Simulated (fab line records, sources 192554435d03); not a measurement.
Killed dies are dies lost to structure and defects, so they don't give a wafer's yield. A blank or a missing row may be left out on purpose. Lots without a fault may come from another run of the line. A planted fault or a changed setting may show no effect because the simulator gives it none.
fab line records | flow n5_finfet
record lots=12 wafers=34 last_day=17
route steps=1938 shown HKMG_FIN@403 PASSIVATION@1936
lots that met no fault: from a run of the same line without faults
start_h: hours from the record's first day to the start of the lot's first wafer shown | wait_h: hours since the lot's step before | " the same as in the row above | L1.1+2: a row that stands for several wafers | - no value, or no start given | * or withheld: withheld | < > ~ a bound
route shown NAME@n: a module of which the file shows steps, and the number in the route of the first | usual: mean/standard deviation of fault-free wafers | same: alike in all rows | chamber/n: place in a boat | sites: the reading at each site | _std_site: their standard deviation | _edge_site: outer sites' mean less inner sites' | radius_mm: how far each site lies from the wafer's centre | mask NAME#n: copy n | behind: the tool/chamber that last shaped the wafer | hold: why the lot was held/for how many hours/how that ended | device: the transistor (n, p or np) that didn't switch | end of line: the same wafers' tests at the end of the route | a step without rows: its recipe alone | killed: dies lost to structure and defects at the first sort, not the wafer's yield | map: a wafer's dies, x killed, . not, _ none there
set.NAME: the setting as run; set.NAME@STEP: as run at that earlier step | model.NAME: the simulator's own value behind a step, which no gauge read
steps of the route over a sample of lots; a table a step, a row a wafer
services: from which hour (start_h, from the record's first day; less than 0 if before it) a tool's chamber was out of use, for how many hours, and why
## steps
# step N5_HKMG_FIN_ETCH_55
# recipe chemistry=N2/H2 target=SOC target_depth_a=2400 temp_c=40 time_s=300 ion_energy_ev=200 mask_material=SiARC pressure_mtorr=30 source_w=840 bias_w=150 n2_flow_sccm=200 h2_flow_sccm=200
# usual drypump_motor_current_A=5.7/0.4 h2_flow_sccm=200.0/0.54 oes_product_au=0.81/0.093 rf_vpp_V=524.0/2.4 showerhead_plenum_p_Torr=2.55/0.086 throttle_valve_pct=17.83/0.29
# columns lot.wafer tool chamber start_h wait_h drypump_motor_current_A h2_flow_sccm oes_product_au rf_hours_counter_h rf_vpp_V showerhead_plenum_p_Torr throttle_valve_pct
L182.2 rie_diel-03 0 71.21 0.0 5.5 199.5 0.70 213 519.9 2.41 17.80
L182.4 " 3 " " 5.7 200.4 0.88 - 526.8 2.70 17.88
L182.5 " 1 " " 6.7 200.1 0.71 - 521.6 2.49 18.03
L184.1 rie_diel-01 1 85.64 0.0 5.6 200.0 1.00 4 525.2 2.60 17.47
L184.2 " 2 " " 5.8 199.9 0.72 189 521.9 2.54 18.38
L184.3 " 0 " " 5.1 200.0 0.89 32 522.3 2.49 17.40
L185.2 rie_diel-03 2 92.06 0.0 5.9 199.7 0.97 5 523.4 2.49 17.64
L185.3 " 0 " " 5.5 199.8 0.69 221 520.6 2.41 17.80
L185.6 " 0 " " 5.5 199.6 0.69 - 519.6 2.41 17.81
L186.2 rie_diel-03 0 98.14 0.0 5.5 200.3 0.69 224 520.6 2.41 17.80
L186.3 " 2 " " 5.9 200.0 0.95 7 522.4 2.49 17.63
L186.5 " 3 " " 5.6 200.5 0.86 - 528.6 2.70 17.89
L187.1 rie_diel-03 2 103.40 0.0 5.9 200.5 0.95 9 522.6 2.49 17.61
L187.4 " 0 " " 5.5 200.2 0.69 226 520.3 2.41 17.80
L187.6 " 2 " " 5.9 199.7 0.95 - 524.0 2.49 17.65
L189.2 rie_diel-05 3 114.35 0.0 5.6 199.6 0.76 167 523.1 2.54 17.94
L189.3 " 0 " " 5.5 200.3 0.83 46 527.7 2.68 17.35
L189.4 " 1 " " 5.5 199.6 0.76 172 523.4 2.52 18.13
L190.1 rie_diel-01 3 120.39 0.0 5.2 199.4 0.88 30 523.0 2.48 17.72
L190.2 " 0 " " 5.1 199.7 0.86 48 521.5 2.48 17.44
L193.4 rie_diel-05 2 139.86 0.0 6.2 199.1 0.68 211 525.9 2.64 18.11
L193.5 " 0 " " 5.5 201.2 0.82 - 528.7 2.68 17.34
L193.6 " 3 " " 5.6 199.2 0.75 - 522.3 2.53 17.96
L195.2 rie_diel-05 2 152.05 0.0 6.1 199.8 0.68 216 525.4 2.64 18.12
L195.5 " 3 " " 5.6 200.2 0.73 - 523.8 2.53 17.95
L195.6 " 0 " " 5.5 199.3 0.82 - 529.3 2.68 17.35
L196.1 rie_diel-03 2 155.19 0.0 5.9 200.3 0.91 23 522.4 2.48 17.66
L196.2 " 0 " " 5.5 200.3 0.68 239 519.3 2.40 17.83
L196.6 " 3 " " 5.6 200.9 0.84 - 526.1 2.69 17.91
L203.2 rie_diel-03 3 199.20 0.0 5.7 199.5 0.82 104 527.0 2.68 17.96
L203.3 " 1 " " 6.7 201.3 0.93 33 522.6 2.48 17.64
L205.2 rie_diel-01 1 211.46 0.0 5.6 199.0 0.90 44 525.0 2.59 17.54
L205.3 " 0 " " 5.1 199.4 0.81 83 520.8 2.47 17.48
L205.6 " 3 " " 5.2 200.8 0.83 - 522.2 2.47 17.80
# step N5_HKMG_FIN_PEB_10
# recipe peb_temp_c=withheld peb_time_s=60 resist=CAR-ArF
# columns lot.wafer tool chamber start_h wait_h
L182.2+4+5 litho_track-05 0 74.51 0.0
L184.1+2+3 litho_track-04 0 88.76 0.1
L185.2+3+6 litho_track-01 0 95.19 0.0
L186.2+3+5 litho_track-04 0 101.14 0.0
L187.1+4+6 litho_track-04 0 106.43 0.1
L189.2+3+4 litho_track-05 0 117.36 0.0
L190.1+2 litho_track-05 0 123.54 0.1
L193.4+5+6 litho_track-04 0 143.00 0.0
L195.2+5+6 litho_track-04 0 155.05 0.0
L196.1+2+6 litho_track-04 0 158.57 0.1
L203.2+3 litho_track-04 0 202.41 0.0
L205.2+3+6 litho_track-05 0 214.82 0.0
# step N5_HKMG_FIN_CD_MEAS_12
# recipe target_cd_nm=92.8 landing_energy_ev=500 detector=se_inlens
# usual cd_nm=92.8/0.64
# columns lot.wafer tool chamber start_h wait_h cd_nm
L182.2 cd_sem-02 0 74.58 - 92.3
L182.4 " 0 " " 91.6
L182.5 " 0 " " 92.7
L184.1 cd_sem-03 0 88.83 - 92.4
L184.2 " 0 " " 93.4
L184.3 " 0 " " 93.0
L185.2 cd_sem-02 0 95.26 - 92.1
L185.3 " 0 " " 92.8
L185.6 " 0 " " 93.5
L186.2 cd_sem-01 0 101.21 - 93.9
L186.3 " 0 " " 93.0
L186.5 " 0 " " 92.9
L187.1 cd_sem-02 0 106.49 - 93.0
L187.4 " 0 " " 93.0
L187.6 " 0 " " 93.0
L189.2 cd_sem-03 0 117.43 - 92.9
L189.3 " 0 " " 92.4
L189.4 " 0 " " 93.1
L190.1 cd_sem-03 0 123.60 - 93.3
L190.2 " 0 " " 93.4
L193.4 cd_sem-01 0 143.06 - 92.6
L193.5 " 0 " " 94.1
L193.6 " 0 " " 92.6
L195.2 cd_sem-03 0 155.11 - 93.1
L195.5 " 0 " " 91.9
L195.6 " 0 " " 93.9
L196.1 cd_sem-02 0 158.64 - 93.4
L196.2 " 0 " " 86.3
L196.6 " 0 " " 92.4
L203.2 cd_sem-03 0 202.47 - 85.0
L203.3 " 0 " " 93.0
L205.2 cd_sem-03 0 214.89 - 93.5
L205.3 " 0 " " 93.2
L205.6 " 0 " " 92.7
# step N5_HKMG_FIN_STRIP_19
# recipe chemistry=N2/H2 power_w=2500 temp_c=300 h2_frac=0.65 time_s=360 pressure_mtorr=withheld n2_flow_sccm=1750 h2_flow_sccm=3250
# usual drypump_motor_current_A=5.63/0.28 h2_flow_sccm=3250/10 heater_power_w=521/31
# columns lot.wafer tool chamber start_h wait_h drypump_motor_current_A h2_flow_sccm heater_power_w rf_hours_counter_h
L182.2 plasma_asher-02 0 75.26 0.0 5.83 3258 547 91
L182.4 " 0 " " 5.85 3264 534 -
L182.5 " 1 " " 5.71 3242 481 -
L184.1 plasma_asher-02 1 89.57 0.0 5.71 3256 485 94
L184.2 " 0 " " 5.85 3258 537 94
L184.3 " 1 " " 5.74 3253 493 -
L185.2 plasma_asher-02 1 96.31 0.0 5.72 3238 476 96
L185.3 " 1 " " 5.71 3236 495 -
L185.6 " 1 " " 5.71 3233 488 -
L186.2 plasma_asher-02 0 101.90 0.0 5.86 3240 544 97
L186.3 " 0 " " 5.86 3261 535 -
L186.5 " 0 " " 5.89 3261 525 -
L187.1 plasma_asher-01 0 107.18 0.0 5.68 3238 491 43
L187.4 " 0 " " 5.65 3253 513 -
L187.6 " 1 " " 5.08 3253 568 -
L189.2 plasma_asher-01 1 118.11 0.0 5.10 3245 577 45
L189.3 " 0 " " 5.66 3247 510 -
L189.4 " 1 " " 5.07 3252 568 -
L190.1 plasma_asher-02 1 124.29 0.0 5.73 3245 486 101
L190.2 " 0 " " 5.83 3232 549 101
L193.4 plasma_asher-02 1 144.99 0.1 5.71 3246 500 -
L193.5 " 0 " " 5.86 3256 539 -
L193.6 " 1 " " 5.71 3229 475 -
L195.2 plasma_asher-02 1 156.47 0.0 5.71 3268 485 107
L195.5 " 0 " " 5.85 3263 547 -
L195.6 " 1 " " 5.71 3258 491 -
L196.1 plasma_asher-02 1 159.32 0.0 5.73 3253 487 108
L196.2 " 0 " " 5.88 3249 532 108
L196.6 " 1 " " 5.71 3264 500 -
L203.2 plasma_asher-01 0 203.16 0.0 5.67 3269 508 62
L203.3 " 0 " " 5.65 3269 502 -
L205.2 plasma_asher-01 1 215.60 0.0 5.08 3232 576 65
L205.3 " 0 " " 5.68 3257 506 -
L205.6 " 1 " " 5.10 3234 551 -
# step N5_HKMG_FIN_ALD_91
# recipe material=TiN target_thk_a=10 temp_c=400 ald_precursor_family=TiCl4 ald_co_reactant=NH3 pulse_time_s=1 purge_time_s=3 co_reactant_purge_time_s=2 co_reactant_pulse_time_s=2 ald_cycles=47 pressure_torr=3
# usual heater_power_w=880/62 precursor_pulse_height_rel=1.000/0.02
# columns lot.wafer tool chamber start_h wait_h heater_power_w precursor_pulse_height_rel
L182.2 ald_metal-03 3 75.65 0.3 970 1.022
L182.4 " 2 " " 892 1.025
L182.5 " 3 " " 987 1.008
L184.1 ald_metal-01 2 89.95 0.3 830 1.015
L184.2 " 3 " " 893 0.997
L184.3 " 1 " " 874 0.959
L185.2 ald_metal-03 2 96.70 0.3 916 1.004
L185.3 " 1 " " 825 0.998
L185.6 " 1 " " 800 1.041
L186.2 ald_metal-01 1 102.28 0.3 869 1.013
L186.3 " 0 " " 887 0.994
L186.5 " 2 " " 821 1.019
L187.1 ald_metal-01 3 107.57 0.3 884 1.005
L187.4 " 0 " " 905 0.963
L187.6 " 1 " " 886 0.987
L189.2 ald_metal-02 2 118.50 0.3 808 0.960
L189.3 " 1 " " 863 1.025
L189.4 " 0 " " 837 0.998
L190.1 ald_metal-02 0 124.67 0.3 840 0.995
L190.2 " 3 " " 896 1.003
L193.4 ald_metal-01 3 145.26 0.1 903 1.016
L193.5 " 3 " " 876 1.019
L193.6 " 2 " " 830 0.990
L195.2 ald_metal-02 2 156.87 0.3 790 0.973
L195.5 " 3 " " 867 0.990
L195.6 " 0 " " 851 1.007
L196.1 ald_metal-03 1 159.70 0.3 821 1.005
L196.2 " 3 " " 972 1.017
L196.6 " 1 " " 810 0.999
L203.2 ald_metal-01 0 203.54 0.3 892 0.996
L203.3 " 3 " " 881 0.993
L205.2 ald_metal-02 2 215.99 0.3 811 1.011
L205.3 " 3 " " 869 1.011
L205.6 " 2 " " 796 1.024
# step N5_PASSIVATION_PROBE_49
# usual killed_at_M0_to_M3=32/9.7 killed_at_M4_up=14/5.3 killed_at_contacts=11/6 killed_at_front_end=39/14 killed_at_other=3.3/2.7 killed_dies=100/17 killed_open=66/13 killed_short=32/7.4
# same gross_dies=1180 killed_at_back_side=0
# columns lot.wafer tool chamber start_h wait_h killed_at_M0_to_M3 killed_at_M4_up killed_at_contacts killed_at_front_end killed_at_other killed_dies killed_open killed_short
L196.2 prober-01 - 342.79 0.1 30 17 8 35 2 92 56 33
# killed by level:class
L196.2 FIN_SAQP:geometric_particle:short=9 FIN_SAQP:geometric_particle:open=8 BEOL_M2:geometric_particle:open=8 DUMMY_GATE:geometric_particle:open=7 MOL_CONTACT_COAG:geometric_particle:open=5 BEOL_M0_SAQP:geometric_particle:short=5 BEOL_M0_SAQP:geometric_particle:open=4 BEOL_M8:geometric_particle:open=4
## services
# columns tool chamber start_h hours kind
rie_diel-03 2 57.20 - clean
rie_diel-03 2 57.20 - consumable_replace:focus_ring
rie_diel-03 2 57.20 22.6 scheduled_down
rie_diel-03 2 57.20 22.6 vent_cycle
litho_track-04 - 59.36 - consumable_replace:filter
rie_diel-05 0 77.23 7.1 repair
rie_diel-03 1 79.92 - clean
rie_diel-03 1 79.92 - consumable_replace:focus_ring
rie_diel-03 1 79.92 18.9 scheduled_down
rie_diel-03 1 79.92 18.9 vent_cycle
plasma_asher-01 - 84.38 1.2 repair
plasma_asher-01 - 88.71 1.4 repair
rie_diel-01 1 94.09 2.9 repair
rie_diel-05 0 122.16 10.0 repair
rie_diel-03 - 128.90 15.6 pm
ald_metal-03 0 141.07 13.3 repair
ald_metal-03 2 157.12 6.8 repair
rie_diel-03 0 168.28 7.7 repair
ald_metal-03 1 177.29 10.4 repair
rie_diel-01 - 178.16 0.7 repair
plasma_asher-02 - 184.82 2.1 repair
rie_diel-03 0 190.42 - clean
rie_diel-03 0 190.42 - consumable_replace:esc
rie_diel-05 1 213.01 3.8 repair
## key
first_sign step=N5_HKMG_FIN_CD_MEAS_12 reading=cd_nm direction=down sigmas=11 usual=92.8 struck=85.7
effect none on later readings
met_at N5_HKMG_FIN_PEB_10
struck_lots L196,L203
struck_wafers L196.2,L203.2
tester_left_out L196,L203
not_acting_at N5_HKMG_FIN_ETCH_55,N5_HKMG_FIN_STRIP_19,N5_HKMG_FIN_ALD_91
onset_between 155.05 158.57
fault kind=process_parameter_drift tool=litho_track-04 chamber=- onset_h=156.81 steps=N5_HKMG_FIN_PEB_10 channel=peb_time_s offset=* shape=step end_h=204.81 scope=struck_wafers_only acts_in=* stated=*
# tester_left_out: of these lots the tester's yield and bins aren't shown, on N5 and GAA mostly nor the transistor test; their killed dies are dies lost to structure and defects alone, not to doping, threshold or leakage, so they don't give the yield
